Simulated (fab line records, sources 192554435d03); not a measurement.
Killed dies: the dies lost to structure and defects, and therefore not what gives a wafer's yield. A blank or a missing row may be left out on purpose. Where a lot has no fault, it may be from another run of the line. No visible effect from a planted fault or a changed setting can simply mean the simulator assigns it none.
Chamber matching	flow n5 finfet	N5_FIN_SAQP_MANDREL_ETCH_58 on rie si-01: 4 sister chambers
The step etches a-Si in HBr/Cl2, stops on SiNx, target depth 45 nm, bt time 10 s, time 27 s. 8 wafers are shown with their chamber, then 7 later ones without.

WAFERS, EACH WITH ITS CHAMBER
wafer	chamber	throttle valve pct (%)	oes product au (a.u.)
L834.1	0	35.45	0.684
L837.5	2	35.23	0.716
L838.1	2	35.21	0.718
L838.5	3	35.30	0.710
L846.4	3	35.30	0.713
L846.5	1	35.71	0.691
L847.1	0	35.46	0.683
L847.2	1	35.71	0.689

WAFERS WITHOUT THEIR CHAMBER
wafer	throttle valve pct (%)	oes product au (a.u.)
L847.3	35.33	0.711
L852.2	35.72	0.688
L852.4	35.22	0.712
L852.6	35.72	0.687
L857.1	35.32	0.701
L857.3	35.22	0.708
L857.6	35.71	0.697

EACH ONE'S CHAMBER
wafer	from the rows above	in truth
L847.3	3	3
L852.2	1	1
L852.4	2	2
L852.6	1	1
L857.1	3	3
L857.3	2	2
L857.6	1	1
Correctly placed: 7 of 7. Not placeable from these rows: 0. Placed wrongly: 0.
How it was worked out, from the rows above alone: a wafer's distance from a chamber is the root of the sum, over the readings, of the square of ((its reading less the chamber's mean) divided by the reading's scatter). The wafer belongs to the nearest chamber; if the next one is less than 2 further off, it can't be placed. For every chamber, the mean is computed from those of its wafers that are shown. The scatter: the root of (the sum of the squares of (reading less its chamber's mean) over the shown wafers, divided by (wafers less chambers)).
